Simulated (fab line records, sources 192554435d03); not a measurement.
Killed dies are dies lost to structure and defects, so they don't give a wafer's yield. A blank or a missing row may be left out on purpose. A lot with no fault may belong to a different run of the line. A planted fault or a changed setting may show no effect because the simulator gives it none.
Chamber matching | flow n5-finfet | rie-diel-01 running N5_PASSIVATION_DESCUM_32: 3 sister chambers
The step chemistry O2, time 7.9 s. 14 wafers are shown with their chamber, then 6 later ones without.

## WAFERS, EACH WITH ITS CHAMBER
wafer  | chamber | drypump-motor-current-A (A) | oes-product-au (a.u.) | showerhead-plenum-p-Torr (Torr)
L424.2 | 3       | 5.6                         | 0.78                  | 2.11
L424.5 | 2       | 6.5                         | 0.88                  | 2.12
L424.6 | 3       | 5.6                         | 0.77                  | 2.11
L426.2 | 1       | 5.8                         | 0.88                  | 2.13
L426.4 | 2       | 6.5                         | 0.88                  | 2.12
L426.6 | 2       | 6.4                         | 0.88                  | 2.12
L428.2 | 1       | 5.8                         | 0.87                  | 2.13
L428.3 | 3       | 5.6                         | 0.77                  | 2.10
L428.6 | 2       | 6.4                         | 0.87                  | 2.11
L430.2 | 2       | 6.5                         | 0.87                  | 2.11
L430.3 | 1       | 5.8                         | 0.87                  | 2.13
L430.6 | 3       | 5.6                         | 0.76                  | 2.10
L431.3 | 1       | 5.8                         | 0.89                  | 2.13
L431.4 | 3       | 5.6                         | 0.76                  | 2.10

SIGNATURES (means of the wafers above)
reading                  | chamber 1 | chamber 2 | chamber 3 | scatter within a chamber
drypump-motor-current-A  | 5.800     | 6.460     | 5.600     | 0.033
oes-product-au           | 0.8775    | 0.8760    | 0.7680    | 0.00783
showerhead-plenum-p-Torr | 2.1300    | 2.1160    | 2.1040    | 0.00467
Rule: for a wafer and a chamber, the distance is found by dividing, reading by reading, the gap between the wafer's reading and the chamber's mean by the reading's scatter, squaring, summing and taking the root. If the next closest chamber is less than 2 further off than the closest, the wafer can't be placed; otherwise it belongs to the closest. How the scatter is found: for the shown wafers, subtract from each reading the mean of its chamber, square and add these, divide the total by (wafers less chambers), then take the root.

## WAFERS WHOSE CHAMBER IS MISSING
wafer  | drypump-motor-current-A (A) | oes-product-au (a.u.) | showerhead-plenum-p-Torr (Torr)
L431.5 | 6.4                         | 0.86                  | 2.11
L434.2 | 6.4                         | 0.85                  | 2.11
L434.3 | 5.8                         | 0.86                  | 2.13
L433.1 | 5.8                         | 0.86                  | 2.12
L433.4 | 5.6                         | 0.76                  | 2.10
L433.5 | 6.4                         | 0.85                  | 2.11

## EACH ONE'S CHAMBER
wafer  | from the rows above | in truth
L431.5 | 2                   | 2
L434.2 | 2                   | 2
L434.3 | 1                   | 1
L433.1 | 1                   | 1
L433.4 | 3                   | 3
L433.5 | 2                   | 2
6 of 6 placed correctly. Left unplaced by these rows: 0. Number placed wrongly: 0.
